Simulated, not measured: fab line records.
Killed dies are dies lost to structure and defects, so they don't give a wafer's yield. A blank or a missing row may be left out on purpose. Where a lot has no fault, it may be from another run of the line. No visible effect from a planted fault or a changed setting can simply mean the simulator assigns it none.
Split-lot study | flow n5Finfet | 7 lots, 21 wafers read, on a route of 1938 steps

## SPLIT DETAILS
At N5_BEOL_M0_ETCH_138 (etches SiCN in CH3F/O2, target depth 12 nm, time 31.6 s), the setting sourceW was moved away from the recipe's 395 W on 9 of the 21 wafers read, by -17.5% to +15.8%. This setting was run at the recipe's value on the other wafers.

Reading taken at the split's own step.

## THE READING
rfVppV, in V, at N5_BEOL_M0_ETCH_138 (etches SiCN in CH3F/O2, target depth 12 nm, time 31.6 s). On this fab line, fault-free wafers typically give 297.9 V with a standard deviation of 1.7 V.

wafer  | tool, chamber at the split | sourceW as run, W | against the recipe | rfVppV, V | against lot-mates on the recipe
L075.1 | rieDiel-02, 1              | 395               | recipe             | 299.3     | -
L075.2 | rieDiel-02, 3              | 395               | recipe             | 296.9     | -
L075.4 | rieDiel-02, 2              | 395               | recipe             | 299.3     | -
L079.3 | rieDiel-05, 2              | 355.3             | -10.1%             | 311.4     | +12.9
L079.4 | rieDiel-05, 0              | 355.3             | -10.1%             | 307.6     | +9.1
L079.5 | rieDiel-05, 1              | 395               | recipe             | 298.5     | -
L086.2 | rieDiel-06, 0              | 395               | recipe             | 297.5     | -
L086.4 | rieDiel-06, 2              | 395               | recipe             | 296.0     | -
L086.6 | rieDiel-06, 1              | 415.7             | +5.2%              | 293.1     | -3.6
L087.3 | rieDiel-05, 3              | 457.6             | +15.8%             | 284.3     | -11.9
L087.5 | rieDiel-05, 0              | 395               | recipe             | 296.2     | -
L087.6 | rieDiel-05, 3              | 457.6             | +15.8%             | 284.5     | -11.7
L091.2 | rieDiel-06, 3              | 395               | recipe             | 300.0     | -
L091.3 | rieDiel-06, 1              | 325.8             | -17.5%             | 319.4     | +19.4
L091.4 | rieDiel-06, 2              | 325.8             | -17.5%             | 315.8     | +15.8
L095.1 | rieDiel-02, 2              | 395               | recipe             | 298.5     | -
L095.4 | rieDiel-02, 3              | 440.4             | +11.5%             | 286.4     | -12.1
L095.5 | rieDiel-02, 3              | 440.4             | +11.5%             | 285.5     | -13.0
L096.3 | rieDiel-06, 3              | 395               | recipe             | 300.6     | -
L096.4 | rieDiel-06, 3              | 395               | recipe             | 299.3     | -
L096.5 | rieDiel-06, 2              | 395               | recipe             | 295.8     | -

FIT RESULTS
A straight line over all 21 wafers: rfVppV changes by -1.03 V for each +1% of sourceW; r = -0.98; the points scatter about the line by 1.8 V.
The same after taking each lot's own level away (the mean of its wafers on the recipe; 21 wafers): -0.945 V for each +1%; r = -0.98; scatter 1.8 V.
That fit puts the effect of the largest move of sourceW on the reading at 17 V.
From 296.20 to 300.00 V: that is the span of the lots' own levels, equal to 2.2 times the standard deviation above.
The two slopes agree, so the slope changes little with the lot-to-lot level.
Check: with one of the wafers moved furthest among these (-17.5%) left out of the fit, the line predicts +16.2 V for it against its lot-mates. Against them it came out at +19.4 V.
Tool readings at the split's step, against how far the setting was moved: rfVppV r = -0.98.

## OTHER SPLITS APPLIED TO THESE WAFERS
Note: prior to the reading, these wafers also went through further splits. Each is held against what the fit with the lots' levels taken away leaves over:
other split on the same wafers         | wafers away from the commonest value | r with rfVppV (lot level and that fit taken away)
N5_GATE_CUT_EXPOSE_10 doseMj           | 5                                    | +0.17
N5_GATE_CUT_ETCH_36 cf4FlowSccm        | 8                                    | +0.17
N5_MOL_CONTACT_COAG_ETCH_15 sourceW    | 7                                    | -0.35
N5_MOL_CONTACT_COAG_VIA_ETCH_117 biasW | 11                                   | +0.33

## THE FILE'S OWN FIT
rfVppV changes by -0.94 V for each +1% of sourceW, r = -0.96.
